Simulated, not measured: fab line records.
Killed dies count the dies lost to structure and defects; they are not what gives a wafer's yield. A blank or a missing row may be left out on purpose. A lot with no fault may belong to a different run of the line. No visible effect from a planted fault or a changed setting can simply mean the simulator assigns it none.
Split-lot study :: flow n5Finfet :: route with 1938 steps; 7 lots, 39 wafers read

THE SPLIT
At N5_FIN_SAQP_ETCH_65 (etches SiO2 in CF4, target depth 4 nm, time 4.4 s), the setting timeS was moved away from the recipe's 4.4 s on 18 of the 39 wafers read, by -36.7% to +51.5%. All remaining wafers had this setting at the recipe value.

The reading is taken at the split's own step.

THE READING
etch.depthNm (the simulator's own value, which no gauge read), in nm, at N5_FIN_SAQP_ETCH_65 (etches SiO2 in CF4, target depth 4 nm, time 4.4 s). The file gives no usual value for it. Here, 21 wafers ran the recipe; their average is 3.942 nm with a standard deviation of 0.12 nm.

wafer: L076.2
tool, chamber at the split: rieSi-02, 3
timeS as run, s: 4.4
against the recipe: recipe
etch.depthNm, nm: 3.963
against lot-mates on the recipe: -

wafer: L076.5
tool, chamber at the split: rieSi-02, 2
timeS as run, s: 4.4
against the recipe: recipe
etch.depthNm, nm: 4.064
against lot-mates on the recipe: -

wafer: L076.6
tool, chamber at the split: rieSi-02, 3
timeS as run, s: 4.4
against the recipe: recipe
etch.depthNm, nm: 3.991
against lot-mates on the recipe: -

wafer: L080.1
tool, chamber at the split: rieSi-02, 3
timeS as run, s: 4.4
against the recipe: recipe
etch.depthNm, nm: 3.998
against lot-mates on the recipe: -

wafer: L080.2
tool, chamber at the split: rieSi-02, 2
timeS as run, s: 4.4
against the recipe: recipe
etch.depthNm, nm: 4.047
against lot-mates on the recipe: -

wafer: L080.3
tool, chamber at the split: rieSi-02, 0
timeS as run, s: 2.906
against the recipe: -34.0%
etch.depthNm, nm: 2.718
against lot-mates on the recipe: -1.289

wafer: L080.4
tool, chamber at the split: rieSi-02, 2
timeS as run, s: 2.906
against the recipe: -34.0%
etch.depthNm, nm: 2.682
against lot-mates on the recipe: -1.325

wafer: L080.5
tool, chamber at the split: rieSi-02, 3
timeS as run, s: 4.4
against the recipe: recipe
etch.depthNm, nm: 3.977
against lot-mates on the recipe: -

wafer: L080.6
tool, chamber at the split: rieSi-02, 0
timeS as run, s: 2.906
against the recipe: -34.0%
etch.depthNm, nm: 2.693
against lot-mates on the recipe: -1.314

wafer: L083.1
tool, chamber at the split: rieSi-03, 3
timeS as run, s: 6.192
against the recipe: +40.7%
etch.depthNm, nm: 5.4
against lot-mates on the recipe: +1.446

wafer: L083.2
tool, chamber at the split: rieSi-03, 2
timeS as run, s: 4.4
against the recipe: recipe
etch.depthNm, nm: 4.035
against lot-mates on the recipe: -

wafer: L083.3
tool, chamber at the split: rieSi-03, 0
timeS as run, s: 4.4
against the recipe: recipe
etch.depthNm, nm: 4.028
against lot-mates on the recipe: -

wafer: L083.4
tool, chamber at the split: rieSi-03, 1
timeS as run, s: 6.192
against the recipe: +40.7%
etch.depthNm, nm: 5.435
against lot-mates on the recipe: +1.481

wafer: L083.5
tool, chamber at the split: rieSi-03, 0
timeS as run, s: 6.192
against the recipe: +40.7%
etch.depthNm, nm: 5.69
against lot-mates on the recipe: +1.736

wafer: L083.6
tool, chamber at the split: rieSi-03, 3
timeS as run, s: 4.4
against the recipe: recipe
etch.depthNm, nm: 3.799
against lot-mates on the recipe: -

wafer: L084.1
tool, chamber at the split: rieSi-02, 0
timeS as run, s: 6.407
against the recipe: +45.6%
etch.depthNm, nm: 5.963
against lot-mates on the recipe: +2.117

wafer: L084.2
tool, chamber at the split: rieSi-02, 3
timeS as run, s: 6.407
against the recipe: +45.6%
etch.depthNm, nm: 5.87
against lot-mates on the recipe: +2.024

wafer: L084.3
tool, chamber at the split: rieSi-02, 2
timeS as run, s: 4.4
against the recipe: recipe
etch.depthNm, nm: 4.062
against lot-mates on the recipe: -

wafer: L084.4
tool, chamber at the split: rieSi-02, 1
timeS as run, s: 4.4
against the recipe: recipe
etch.depthNm, nm: 3.732
against lot-mates on the recipe: -

wafer: L084.5
tool, chamber at the split: rieSi-02, 0
timeS as run, s: 6.407
against the recipe: +45.6%
etch.depthNm, nm: 5.975
against lot-mates on the recipe: +2.129

wafer: L084.6
tool, chamber at the split: rieSi-02, 1
timeS as run, s: 4.4
against the recipe: recipe
etch.depthNm, nm: 3.745
against lot-mates on the recipe: -

wafer: L085.1
tool, chamber at the split: rieSi-01, 2
timeS as run, s: 4.4
against the recipe: recipe
etch.depthNm, nm: 3.774
against lot-mates on the recipe: -

wafer: L085.2
tool, chamber at the split: rieSi-01, 0
timeS as run, s: 2.786
against the recipe: -36.7%
etch.depthNm, nm: 2.398
against lot-mates on the recipe: -1.456

wafer: L085.3
tool, chamber at the split: rieSi-01, 1
timeS as run, s: 2.786
against the recipe: -36.7%
etch.depthNm, nm: 2.538
against lot-mates on the recipe: -1.316

wafer: L085.4
tool, chamber at the split: rieSi-01, 3
timeS as run, s: 4.4
against the recipe: recipe
etch.depthNm, nm: 4.022
against lot-mates on the recipe: -

wafer: L085.5
tool, chamber at the split: rieSi-01, 1
timeS as run, s: 2.786
against the recipe: -36.7%
etch.depthNm, nm: 2.518
against lot-mates on the recipe: -1.336

wafer: L085.6
tool, chamber at the split: rieSi-01, 2
timeS as run, s: 4.4
against the recipe: recipe
etch.depthNm, nm: 3.765
against lot-mates on the recipe: -

wafer: L088.1
tool, chamber at the split: rieSi-01, 2
timeS as run, s: 4.4
against the recipe: recipe
etch.depthNm, nm: 3.811
against lot-mates on the recipe: -

wafer: L088.2
tool, chamber at the split: rieSi-01, 0
timeS as run, s: 6.207
against the recipe: +41.1%
etch.depthNm, nm: 5.417
against lot-mates on the recipe: +1.472

wafer: L088.3
tool, chamber at the split: rieSi-01, 1
timeS as run, s: 6.207
against the recipe: +41.1%
etch.depthNm, nm: 5.6
against lot-mates on the recipe: +1.655

wafer: L088.4
tool, chamber at the split: rieSi-01, 3
timeS as run, s: 4.4
against the recipe: recipe
etch.depthNm, nm: 4.035
against lot-mates on the recipe: -

wafer: L088.5
tool, chamber at the split: rieSi-01, 2
timeS as run, s: 6.207
against the recipe: +41.1%
etch.depthNm, nm: 5.362
against lot-mates on the recipe: +1.417

wafer: L088.6
tool, chamber at the split: rieSi-01, 1
timeS as run, s: 4.4
against the recipe: recipe
etch.depthNm, nm: 3.988
against lot-mates on the recipe: -

wafer: L089.1
tool, chamber at the split: rieSi-03, 1
timeS as run, s: 6.667
against the recipe: +51.5%
etch.depthNm, nm: 5.862
against lot-mates on the recipe: +1.883

wafer: L089.2
tool, chamber at the split: rieSi-03, 3
timeS as run, s: 6.667
against the recipe: +51.5%
etch.depthNm, nm: 5.819
against lot-mates on the recipe: +1.840

wafer: L089.3
tool, chamber at the split: rieSi-03, 2
timeS as run, s: 6.667
against the recipe: +51.5%
etch.depthNm, nm: 6.184
against lot-mates on the recipe: +2.205

wafer: L089.4
tool, chamber at the split: rieSi-03, 0
timeS as run, s: 4.4
against the recipe: recipe
etch.depthNm, nm: 4.114
against lot-mates on the recipe: -

wafer: L089.5
tool, chamber at the split: rieSi-03, 2
timeS as run, s: 4.4
against the recipe: recipe
etch.depthNm, nm: 4.003
against lot-mates on the recipe: -

wafer: L089.6
tool, chamber at the split: rieSi-03, 3
timeS as run, s: 4.4
against the recipe: recipe
etch.depthNm, nm: 3.821
against lot-mates on the recipe: -

THE FIT
A straight line over all 39 wafers: etch.depthNm changes by +0.0393 nm for each +1% of timeS; r = +0.99; the points scatter about the line by 0.13 nm.
The same after taking each lot's own level away (the mean of its wafers on the recipe; 39 wafers): +0.0393 nm for each +1%; r = +0.99; scatter 0.14 nm.
According to that fit, moving timeS by its largest amount changes the reading by 2 nm.
The span of the lots' own levels, 3.8463 to 4.0073 nm, comes to 1.3 times the standard deviation stated above.
The two slopes are in agreement: the lot-to-lot level therefore moves the slope only a little.
Check: +2.06 nm against its lot-mates is what the line predicts for one of the wafers moved furthest among these (+51.5%) when that wafer is left out of the fit. It came out at +1.88 nm against them.

OTHER SPLITS ON THESE WAFERS
Before the reading, these wafers also passed through other splits. Each is held against what the fit with the lots' levels taken away leaves over:
other split on the same wafers: N5_ZERO_LAYER_DEVELOP_10 developTimeS
wafers away from the commonest value: 12
r with etch.depthNm (lot level and that fit taken away): -0.02

THE FILE'S OWN FIT
etch.depthNm changes by +0.0395 nm for each +1% of timeS, r = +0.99.
